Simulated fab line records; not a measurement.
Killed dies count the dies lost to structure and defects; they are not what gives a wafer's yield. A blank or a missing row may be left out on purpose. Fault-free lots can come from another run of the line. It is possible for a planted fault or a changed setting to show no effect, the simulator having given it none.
fab line records	flow n5Finfet
record: lots: 11	wafers: 33	lastDay: 18
route steps=1938 shown ILD0@341 SDB@365 BEOL_M4@1111 PASSIVATION@1936
lots that met no fault: taken from a fault-free run of the same line
startH: hours from the record's first day to the start of the lot's first wafer shown	waitH: hours elapsed since this lot's preceding step	" the same as in the row above	L1.1+2: a row that stands for several wafers	- no value, or no start was given	* or withheld: withheld	< > ~ a bound
route shown NAME@n: names a module that has steps shown in the file, with the first one's number in the route	usual: mean/standard deviation of fault-free wafers	same: alike in all rows	chamber/n: place in a boat	sites: per-site readings	_std_site: how widely they spread, as a standard deviation	_edge_site: mean of outer sites minus mean of inner sites	radiusMm: how far each site lies from the wafer's centre	mask NAME#n: copy n	behind: the last tool/chamber to shape the wafer	hold: why the lot was held/for how many hours/how that ended	device: transistor that didn't switch, given as n, p or np	end of line: at the end of the route, the tests of the same wafers	a step given without rows: its recipe and nothing more	killed: count of dies lost to structure and defects at first sort (not the wafer's yield)	map: per-die view of a wafer (x killed, . not killed, _ where there is no die)
set.NAME: setting as actually run; set.NAME@STEP: the setting as run at that earlier step	model.NAME: the simulator's own value behind a step, which no gauge read
one table for each step of the route and one row for each wafer, over a sample of lots
services: from which hour (startH, from the record's first day; less than 0 if before it) a tool's chamber was out of use, for how many hours, and why
== steps ==
step: N5_ILD0_THK_MEAS_08
usual: thkNm: 138.9/1.2
lot.wafer	tool	chamber	startH	waitH	thkNm
L348.2	filmMetro-02	-	68.38	-	137.8
L348.3	"	-	"	"	137.3
L348.5	"	-	"	"	138.2
L352.2	filmMetro-01	-	93.65	-	139.7
L352.3	"	-	"	"	137.4
L352.4	"	-	"	"	140.1
L353.1	filmMetro-01	-	102.23	-	138.5
L353.3	"	-	"	"	139.4
L353.4	"	-	"	"	139.0
L359.3	filmMetro-02	-	136.35	-	137.9
L359.4	"	-	"	"	140.3
L359.5	"	-	"	"	138.5
L360.1	filmMetro-01	-	141.37	-	139.7
L360.4	"	-	"	"	139.8
L360.5	"	-	"	"	138.8
L361.1	filmMetro-01	-	148.22	-	140.5
L361.3	"	-	"	"	140.2
L361.6	"	-	"	"	139.1
L363.2	filmMetro-02	-	158.92	-	138.4
L363.4	"	-	"	"	139.5
L363.6	"	-	"	"	140.0
L365.4	filmMetro-02	-	169.36	-	139.4
L365.5	"	-	"	"	138.8
L365.6	"	-	"	"	140.8
L368.1	filmMetro-01	-	185.46	-	138.8
L368.4	"	-	"	"	138.9
L368.5	"	-	"	"	137.2
L369.2	filmMetro-01	-	197.79	-	138.0
L369.4	"	-	"	"	138.8
L369.6	"	-	"	"	139.9
L370.4	filmMetro-02	-	202.74	-	139.8
L370.5	"	-	"	"	138.7
L370.6	"	-	"	"	138.8
step: N5_SDB_STRIP_22
recipe: chemistry: N2/H2	powerW: 1000	tempC: 250	h2Frac: 0.65	overashFraction: 0.3	pressureMtorr: withheld	n2FlowSccm: 1750	h2FlowSccm: 3250
usual: drypumpMotorCurrentA: 5.6/0.56	h2FlowSccm: 3248/10	heaterPowerW: 313/14	oesProductAu: 0.714/0.0045	stripTimeToEndpointS: 96.1/0.42	tempC: 249.99/0.17
lot.wafer	tool	chamber	startH	waitH	drypumpMotorCurrentA	h2FlowSccm	heaterPowerW	oesProductAu	rfHoursCounterH	stripTimeToEndpointS	tempC
L348.2	plasmaAsher-02	1	72.50	0.1	5.0	3255	296	0.716	43	96.0	249.87
L348.3	"	1	"	"	5.0	3247	311	0.712	-	95.4	249.69
L348.5	"	1	"	"	5.0	3244	309	0.713	-	96.1	249.75
L352.2	plasmaAsher-01	1	97.81	0.1	6.3	3252	300	0.716	84	96.1	250.29
L352.3	"	0	"	"	5.3	3248	338	0.712	-	95.3	250.24
L352.4	"	1	"	"	6.3	3248	302	0.714	-	95.6	250.29
L353.1	plasmaAsher-01	1	106.23	0.1	6.3	3254	300	0.707	86	96.2	249.99
L353.3	"	0	"	"	5.3	3242	343	0.713	-	96.4	250.04
L353.4	"	1	"	"	6.3	3240	305	0.718	-	96.2	249.99
L359.3	plasmaAsher-02	1	140.83	0.1	5.0	3248	305	0.714	-	95.4	250.17
L359.4	"	0	"	"	6.1	3245	313	0.709	-	96.2	249.66
L359.5	"	0	"	"	6.1	3246	298	0.716	-	95.1	249.72
L360.1	plasmaAsher-01	0	145.57	0.1	-	-	-	-	-	-	-
L360.4	"	0	"	"	-	-	-	-	-	-	-
L360.5	"	0	"	"	-	-	-	-	-	-	-
L361.1	plasmaAsher-01	1	152.22	0.1	-	-	-	-	-	-	-
L361.3	"	0	"	"	-	-	-	-	-	-	-
L361.6	"	1	"	"	-	-	-	-	-	-	-
L363.2	plasmaAsher-01	1	162.93	0.1	6.3	3232	299	0.717	98	96.2	249.93
L363.4	"	0	"	"	5.3	3257	336	0.708	-	95.8	249.71
L363.6	"	0	"	"	5.3	3247	337	0.717	-	96.7	250.02
L365.4	plasmaAsher-01	1	173.71	0.1	6.3	3256	303	0.707	-	95.7	250.10
L365.5	"	1	"	"	6.3	3231	300	0.723	-	95.5	250.29
L365.6	"	0	"	"	5.3	3254	335	0.720	-	96.6	249.86
L368.1	plasmaAsher-02	1	189.58	0.1	4.9	3232	299	0.714	65	96.1	249.91
L368.4	"	0	"	"	6.1	3235	313	0.720	-	96.0	249.90
L368.5	"	0	"	"	6.1	3247	315	0.710	-	95.9	249.95
L369.2	plasmaAsher-02	0	201.78	0.1	6.1	3235	311	0.722	69	96.5	249.80
L369.4	"	0	"	"	6.1	3257	309	0.712	-	96.6	249.82
L369.6	"	0	"	"	6.1	3257	305	0.718	-	95.7	249.80
L370.4	plasmaAsher-01	1	206.96	0.1	6.3	3264	295	0.715	-	96.6	250.09
L370.5	"	0	"	"	5.3	3224	344	0.709	-	96.3	250.04
L370.6	"	1	"	"	6.3	3247	304	0.714	-	96.9	250.00
step: N5_SDB_CMP_30
recipe: stopOn: poly-Si	tOverpolishS: 1.54	postCmpClean: alkalineBrush	downForcePsi: 4.1491	platenRpm: 51.796	padVelocityMS: 1.0306	targetThkNm: 30
usual: motorCurrentA: 13.2/1.5	overpolishRunS: 1.540/0.0099	timeToEndpointS: 16.4/2.4
same: tOverpolishS: 1.54
lot.wafer	tool	chamber	startH	waitH	motorCurrentA	overpolishRunS	timeToEndpointS
L348.3	cmp-04	2	75.72	1.4	11.1	1.526	14.4
L348.2	"	0	"	"	11.8	1.535	11.4
L348.5	"	3	"	"	15.5	1.555	13.3
L352.3	cmp-02	2	101.13	1.4	14.5	1.533	14.1
L352.4	"	3	"	"	13.2	1.545	15.9
L352.2	"	0	"	"	12.8	1.536	19.0
L353.3	cmp-04	2	109.66	1.4	11.1	1.532	16.4
L353.1	"	3	"	"	16.5	1.550	18.5
L353.4	"	1	"	"	12.1	1.551	18.9
L359.3	cmp-03	3	144.12	1.4	14.5	1.531	17.3
L359.4	"	0	"	"	12.0	1.528	20.5
L359.5	"	3	"	"	13.6	1.549	14.8
L360.4	cmp-04	1	148.79	1.4	12.4	1.532	19.3
L360.1	"	2	"	"	11.2	1.547	17.1
L360.5	"	2	"	"	11.2	1.545	18.7
L361.3	cmp-04	3	155.44	1.4	16.2	1.543	20.5
L361.1	"	2	"	"	10.7	1.545	20.0
L361.6	"	0	"	"	12.3	1.537	14.5
L363.2	cmp-03	1	166.18	1.4	14.0	1.546	16.6
L363.4	"	3	"	"	14.3	1.537	14.5
L363.6	"	1	"	"	14.0	1.532	16.8
L365.4	cmp-02	0	177.05	1.5	12.9	1.532	19.9
L365.6	"	1	"	"	13.8	1.570	17.3
L365.5	"	2	"	"	14.7	1.543	17.9
L368.4	cmp-03	3	192.83	1.4	13.7	1.533	17.8
L368.1	"	2	"	"	12.5	1.544	17.2
L368.5	"	3	"	"	14.4	1.539	16.2
L369.4	cmp-04	1	205.04	1.4	12.2	1.549	17.2
L369.2	"	3	"	"	16.3	1.547	13.7
L369.6	"	0	"	"	12.4	1.548	12.8
L370.4	cmp-02	3	210.25	1.5	13.0	1.547	17.3
L370.5	"	0	"	"	12.6	1.537	18.4
L370.6	"	1	"	"	14.2	1.552	13.7
step: N5_BEOL_M4_RC_MEAS_101
usual: DIBL_N: 36.3/1.8	DIBL_P: 36.5/2.1	IOFF_N: 0.16/0.031	IOFF_P: 0.22/0.038	ION_N: 677/12	ION_P: 466/7.8	SS_N: 71.5/0.61	SS_P: 73.2/0.7	VT_N: 249/3	VT_P: -248.9/3
lot.wafer	tool	chamber	startH	waitH	DIBL_N[mV/V]	DIBL_P[mV/V]	IOFF_N[nA/um]	IOFF_P[nA/um]	ION_N[uA/um]	ION_P[uA/um]	SS_N[mV/dec]	SS_P[mV/dec]	VT_N[mV]	VT_P[mV]
L348.2	prober-02	0	185.80	0.2	32.9	32.6	0.10	0.14	663	462	70.6	72.1	254	-253.9
L348.3	"	0	"	"	38.3	39.2	0.17	0.22	668	453	72.1	73.9	249	-248.2
L348.5	"	0	"	"	37.4	38.4	0.18	0.21	686	469	71.9	72.8	249	-249.4
L353.1	prober-01	0	229.69	0.0	35.2	34.4	0.14	0.19	678	469	71.7	72.3	249	-249.9
L353.3	"	0	"	"	39.7	39.6	0.22	0.26	673	460	72.0	74.2	247	-245.4
L353.4	"	0	"	"	40.4	41.0	0.24	0.30	703	474	71.7	74.4	242	-245.9
L352.2	prober-01	0	231.71	0.2	38.0	38.8	0.20	0.24	697	470	72.1	74.1	246	-249.7
L352.3	"	0	"	"	38.9	39.3	0.21	0.25	705	468	71.5	74.0	246	-250.0
L352.4	"	0	"	"	37.6	37.4	0.17	0.22	679	458	71.4	74.1	249	-252.2
L359.3	prober-01	0	249.30	0.3	37.9	38.5	0.17	0.26	681	468	71.8	73.0	249	-246.4
L359.4	"	0	"	"	34.4	33.2	0.11	0.18	655	456	70.1	71.7	257	-253.3
L359.5	"	0	"	"	35.5	34.8	0.13	0.20	670	465	70.9	72.9	253	-249.0
L363.2	prober-01	0	267.33	0.2	36.0	35.1	0.14	0.21	665	461	70.5	71.8	251	-251.0
L363.4	"	0	"	"	35.6	34.4	0.13	0.20	664	459	71.0	72.4	253	-252.6
L363.6	"	0	"	"	37.9	37.3	0.18	0.24	685	462	71.1	73.0	249	-247.0
L365.4	prober-02	0	281.58	0.5	34.9	35.1	0.15	0.21	681	469	71.1	72.8	247	-249.8
L365.5	"	0	"	"	37.3	38.4	0.20	0.25	686	470	71.6	73.8	247	-248.2
L365.6	"	0	"	"	34.2	34.0	0.14	0.18	664	462	71.3	72.1	251	-254.4
L368.1	prober-02	0	307.68	0.0	32.2	32.2	0.10	0.15	641	449	70.8	72.1	256	-254.0
L368.4	"	0	"	"	32.5	32.5	0.11	0.15	671	462	70.4	72.4	255	-252.8
L368.5	"	0	"	"	33.8	33.8	0.12	0.17	650	453	70.7	72.5	253	-252.0
L370.4	prober-01	0	313.39	0.5	34.1	35.5	0.14	0.20	680	469	71.8	72.6	250	-250.0
L370.5	"	0	"	"	34.1	34.8	0.14	0.19	661	457	71.4	72.4	249	-249.1
L370.6	"	0	"	"	38.3	40.8	0.23	0.31	698	477	71.7	73.5	245	-246.5
L369.2	prober-01	0	316.46	0.2	36.1	36.8	0.17	0.23	682	469	71.8	73.2	248	-249.1
L369.4	"	0	"	"	36.2	36.5	0.16	0.23	682	475	71.7	72.9	248	-246.7
L369.6	"	0	"	"	36.2	37.3	0.16	0.25	683	467	71.4	73.1	249	-244.5
step: N5_PASSIVATION_PROBE_49
usual: defectLimitedYield: 91.2/1.5	killed_at_M0_to_M3: 33/9.6	killed_at_M4_up: 14/5.6	killedAtContacts: 14/5.5	killedAtFrontEnd: 40/13	killedAtOther: 4/3	killedDies: 104/17	killedOnRim: 14/4.3	killedOpen: 68/13	killedShort: 33/7.2	sort_bin_5_function: 5.2/0.95	sort_bin_6_memory: 3.3/0.62	sort_bin_8_speed: 0.00/0.012	sortNPass: 1076/17	sortYieldPct: 91.2/1.5
same: grossDies: 1180	killedAtBackSide: 0	sort_bin_4_leakage[%]: 0
lot.wafer	tool	chamber	startH	waitH	defectLimitedYield[%]	killed_at_M0_to_M3	killed_at_M4_up	killedAtContacts	killedAtFrontEnd	killedAtOther	killedDies	killedOnRim	killedOpen	killedShort	sort_bin_5_function[%]	sort_bin_6_memory[%]	sort_bin_8_speed[%]	sortNPass	sortYieldPct[%]
L348.2	prober-02	-	299.19	0.1	93.0	24	10	20	23	6	83	9	58	20	4.0	2.8	0	1097	93.0
L348.3	prober-02	-	299.24	0.1	93.3	27	17	10	23	2	79	10	55	21	4.3	1.9	0	1101	93.3
L348.5	prober-02	-	299.34	0.2	93.0	29	8	15	29	2	83	14	54	29	4.3	2.4	0	1097	93.0
L353.1	prober-02	-	337.04	0.0	92.2	37	9	10	31	5	92	10	55	36	4.2	3.3	0	1088	92.2
L353.4	prober-02	-	337.19	0.2	91.4	37	15	10	32	8	102	18	58	43	4.6	3.5	0	1078	91.4
L352.4	prober-01	-	337.74	0.2	89.3	33	11	25	44	13	126	16	82	42	6.2	4.1	0	1054	89.3
L359.3	prober-02	-	346.95	0.1	90.8	20	7	8	70	4	109	19	69	40	6.1	2.8	0	1071	90.8
L359.4	prober-02	-	347.00	0.2	92.6	19	7	14	45	2	87	9	59	26	4.1	2.8	0	1093	92.6
L359.5	prober-02	-	347.05	0.2	92.4	24	13	14	38	1	90	8	61	27	4.5	2.8	0	1090	92.4
L363.2	prober-02	-	366.86	0.1	92.9	25	11	16	29	3	84	11	65	17	3.6	3.3	0	1096	92.9
L363.4	prober-02	-	366.96	0.2	91.1	36	11	10	42	6	105	14	60	43	5.0	3.7	0	1075	91.1
L363.6	prober-02	-	367.06	0.3	93.9	14	13	16	27	2	72	10	40	30	3.3	2.5	0	1108	93.9
L360.1	prober-01	-	372.57	0.0	28.6	36	8	11	780	8	843	151	68	36	68.1	3.1	0	337	28.6
L360.4	prober-01	-	372.72	0.2	28.9	18	11	13	788	9	839	104	62	38	67.6	3.2	0	341	28.9
L360.5	prober-01	-	372.77	0.2	28.4	24	8	13	786	14	845	48	69	31	67.7	3.4	0	335	28.4
L361.1	prober-02	-	386.41	0.0	28.5	31	8	16	787	2	844	46	59	38	68.1	2.9	0	336	28.5
L361.3	prober-02	-	386.51	0.1	30.2	17	9	13	782	3	824	148	49	23	67.3	2.5	0	356	30.2
L361.6	prober-02	-	386.66	0.3	28.6	31	11	8	786	6	842	43	63	32	67.5	3.4	0	338	28.6
L365.4	prober-01	-	393.99	0.2	90.1	38	16	13	50	0	117	18	68	46	6.3	3.3	0	1063	90.1
L365.5	prober-01	-	394.04	0.2	89.2	63	12	12	37	3	127	11	86	40	6.3	4.1	0	1053	89.2
L365.6	prober-01	-	394.09	0.3	91.0	37	7	21	41	0	106	9	63	37	5.6	2.7	0	1074	91.0
killed by level:class
L348.2 MOL_CONTACT_COAG:geometricParticle:open=13 BEOL_M3:geometricParticle:open=10 STI_FIN_REVEAL:geometricParticle:open=7 MOL_CONTACT_COAG:geometricParticle:short=5 BEOL_M0_SAQP:geometricParticle:open=4 BEOL_M4:geometricParticle:open=3 SPACER0:geometricParticle:open=3 GATE_CUT:geometricParticle:short=3
L348.3 BEOL_M0_SAQP:geometricParticle:open=8 BEOL_M3:geometricParticle:open=7 MOL_CONTACT_COAG:geometricParticle:open=7 BEOL_M4:geometricParticle:open=6 BEOL_M1:geometricParticle:open=4 STI_FIN_REVEAL:geometricParticle:open=3 DUMMY_GATE:geometricParticle:short=3 SDB:geometricParticle:short=3
L348.5 MOL_CONTACT_COAG:geometricParticle:open=12 BEOL_M0_SAQP:geometricParticle:open=9 DUMMY_GATE:geometricParticle:open=8 BEOL_M2:geometricParticle:open=6 BEOL_M0_SAQP:geometricParticle:short=6 BEOL_M8:geometricParticle:open=4 FIN_SAQP:geometricParticle:open=3 DUMMY_GATE:geometricParticle:short=3
L353.1 BEOL_M0_SAQP:geometricParticle:open=11 BEOL_M1:geometricParticle:open=8 BEOL_M2:geometricParticle:open=7 STARTING-WAFER:geometricParticle:short=7 FIN_SAQP:geometricParticle:short=6 MOL_CONTACT_COAG:geometricParticle:open=6 FIN_SAQP:geometricParticle:open=5 BEOL_M0_SAQP:geometricParticle:short=5
L353.4 BEOL_M2:geometricParticle:open=8 MOL_CONTACT_COAG:geometricParticle:open=8 BEOL_M4:geometricParticle:open=7 FIN_SAQP:geometricParticle:open=6 FIN_SAQP:geometricParticle:short=6 BEOL_M0_SAQP:geometricParticle:open=6 BEOL_M0_SAQP:geometricParticle:short=6 BEOL_M3:geometricParticle:short=6
L352.4 MOL_CONTACT_COAG:geometricParticle:open=20 STI_FIN_REVEAL:geometricParticle:open=16 BEOL_M0_SAQP:geometricParticle:open=10 FIN_SAQP:geometricParticle:open=5 FIN_SAQP:geometricParticle:short=5 MOL_CONTACT_COAG:geometricParticle:short=5 BEOL_M1:geometricParticle:short=5 BEOL_M3:geometricParticle:open=5
L359.3 STI_FIN_REVEAL:geometricParticle:open=18 FIN_SAQP:geometricParticle:short=16 MOL_CONTACT_COAG:geometricParticle:open=8 GATE_CUT:geometricParticle:short=7 SPACER0:geometricParticle:open=6 STI_FIN_REVEAL:geometricParticle:short=4 SPACER0:geometricParticle:short=4 BEOL_M0_SAQP:geometricParticle:open=4
L359.4 GATE_CUT:geometricParticle:open=11 MOL_CONTACT_COAG:geometricParticle:open=11 STI_FIN_REVEAL:geometricParticle:open=7 FIN_SAQP:geometricParticle:open=5 BEOL_M0_SAQP:geometricParticle:open=5 BEOL_M1:geometricParticle:open=5 FIN_SAQP:geometricParticle:short=4 STI_FIN_REVEAL:geometricParticle:short=4
L359.5 MOL_CONTACT_COAG:geometricParticle:open=9 DUMMY_GATE:geometricParticle:open=8 GATE_CUT:geometricParticle:open=6 BEOL_M1:geometricParticle:open=6 MOL_CONTACT_COAG:geometricParticle:short=5 FIN_SAQP:geometricParticle:open=4 FIN_SAQP:geometricParticle:short=4 STI_FIN_REVEAL:geometricParticle:open=4
L363.2 MOL_CONTACT_COAG:geometricParticle:open=16 STI_FIN_REVEAL:geometricParticle:open=9 BEOL_M0_SAQP:geometricParticle:open=6 BEOL_M3:geometricParticle:open=6 BEOL_M0_SAQP:geometricParticle:short=5 BEOL_M2:geometricParticle:open=4 FIN_SAQP:geometricParticle:open=3 DUMMY_GATE:geometricParticle:open=3
L363.4 BEOL_M0_SAQP:geometricParticle:short=15 BEOL_M0_SAQP:geometricParticle:open=9 FIN_SAQP:geometricParticle:open=7 BEOL_M3:geometricParticle:open=7 GATE_CUT:geometricParticle:open=6 BEOL_M4:geometricParticle:open=6 MOL_CONTACT_COAG:geometricParticle:open=6 FIN_SAQP:geometricParticle:short=5
L363.6 MOL_CONTACT_COAG:geometricParticle:open=12 GATE_CUT:geometricParticle:short=5 DUMMY_GATE:geometricParticle:open=4 MOL_CONTACT_COAG:geometricParticle:short=4 BEOL_M10:geometricParticle:open=4 FIN_SAQP:geometricParticle:short=3 GATE_CUT:geometricParticle:open=3 BEOL_M4:geometricParticle:open=3
L360.1 SDB:areaAld=737 FIN_SAQP:geometricParticle:open=13 BEOL_M0_SAQP:geometricParticle:open=13 FIN_SAQP:geometricParticle:short=10 STI_FIN_REVEAL:geometricParticle:open=9 BEOL_M0_SAQP:geometricParticle:short=9 MOL_CONTACT_COAG:geometricParticle:open=8 BEOL_M2:geometricParticle:open=6
L360.4 SDB:areaAld=735 STI_FIN_REVEAL:geometricParticle:open=11 FIN_SAQP:geometricParticle:open=10 MOL_CONTACT_COAG:geometricParticle:open=9 FIN_SAQP:geometricParticle:short=6 ILD0:geometricParticle:short=6 GATE_CUT:geometricParticle:open=6 BEOL_M2:geometricParticle:open=6
L360.5 SDB:areaAld=736 STI_FIN_REVEAL:geometricParticle:open=18 MOL_CONTACT_COAG:geometricParticle:open=13 FIN_SAQP:geometricParticle:short=8 FIN_SAQP:geometricParticle:open=6 BEOL_M3:geometricParticle:open=6 STARTING-WAFER:geometricParticle:short=5 BEOL_M2:geometricParticle:open=4
L361.1 SDB:areaAld=746 FIN_SAQP:geometricParticle:open=12 MOL_CONTACT_COAG:geometricParticle:open=9 FIN_SAQP:geometricParticle:short=8 STI_FIN_REVEAL:geometricParticle:open=7 MOL_CONTACT_COAG:geometricParticle:short=7 BEOL_M2:geometricParticle:open=7 BEOL_M2:geometricParticle:short=6
L361.3 SDB:areaAld=752 MOL_CONTACT_COAG:geometricParticle:open=13 FIN_SAQP:geometricParticle:open=6 FIN_SAQP:geometricParticle:short=5 STI_FIN_REVEAL:geometricParticle:open=4 BEOL_M3:geometricParticle:short=4 DUMMY_GATE:geometricParticle:open=4 BEOL_M4:geometricParticle:open=4
L361.6 SDB:areaAld=747 FIN_SAQP:geometricParticle:open=11 BEOL_M1:geometricParticle:open=8 STI_FIN_REVEAL:geometricParticle:open=7 MOL_CONTACT_COAG:geometricParticle:open=7 FIN_SAQP:geometricParticle:short=6 BEOL_M2:geometricParticle:open=6 BEOL_M4:geometricParticle:open=6
L365.4 BEOL_M0_SAQP:geometricParticle:short=12 STI_FIN_REVEAL:geometricParticle:open=11 MOL_CONTACT_COAG:geometricParticle:open=11 FIN_SAQP:geometricParticle:short=8 BEOL_M4:geometricParticle:open=8 BEOL_M2:geometricParticle:open=6 GATE_CUT:geometricParticle:short=5 GATE_CUT:geometricParticle:open=5
L365.5 BEOL_M0_SAQP:geometricParticle:open=22 BEOL_M0_SAQP:geometricParticle:short=17 BEOL_M2:geometricParticle:open=13 MOL_CONTACT_COAG:geometricParticle:open=10 FIN_SAQP:geometricParticle:short=8 BEOL_M4:geometricParticle:open=7 STI_FIN_REVEAL:geometricParticle:open=6 DUMMY_GATE:geometricParticle:open=6
L365.6 MOL_CONTACT_COAG:geometricParticle:open=17 BEOL_M0_SAQP:geometricParticle:short=12 BEOL_M0_SAQP:geometricParticle:open=9 BEOL_M2:geometricParticle:open=6 STI_FIN_REVEAL:geometricParticle:open=6 GATE_CUT:geometricParticle:short=6 DUMMY_GATE:geometricParticle:open=5 HKMG_FIN:areaEtch=5
== services ==
tool	chamber	startH	hours	kind
plasmaAsher-01	-	48.78	0.4	repair
cmp-02	-	57.62	0.4	repair
plasmaAsher-01	-	70.16	2.8	pm
cmp-03	-	74.08	5.6	pm
cmp-04	-	86.56	0.5	repair
cmp-04	-	92.34	4.0	pm
cmp-04	-	96.34	-	consumableReplace:conditioner
cmp-04	-	96.34	-	consumableReplace:pad
plasmaAsher-02	-	104.20	2.8	pm
cmp-02	-	104.74	0.3	repair
cmp-03	-	109.62	1.0	repair
cmp-04	-	159.07	7.2	repair
cmp-04	-	175.55	10.8	pm
cmp-02	-	183.85	5.1	pm
cmp-04	-	194.07	0.7	repair
cmp-04	-	208.17	5.1	repair
== key ==
firstSign: step: N5_SDB_STRIP_22	reading: toolRecord	direction: missing
effect: step: N5_PASSIVATION_PROBE_49	reading: sort_bin_5_function	direction: up	sigmas: 66	usual: 5.2	struck: 67.7
moreKillsBornAt: N5_SDB_ALD_29@aldSin-01: 4453
metAt N5_SDB_STRIP_22
struckLots L360,L361
laterRowsLeftOut L360.1,L360.4,L360.5,L361.1,L361.3,L361.6
notActingAt N5_ILD0_THK_MEAS_08,N5_SDB_CMP_30
onsetBetween 106.23 145.57
fault: kind: skippedStepWhole	tool: plasmaAsher-01	chamber: -	onsetH: 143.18	steps: N5_SDB_STRIP_22	scope: struckLotsOnly
laterRowsLeftOut: the simulator's readings of these wafers behind a module that went badly wrong aren't trusted and aren't shown, but for the sort
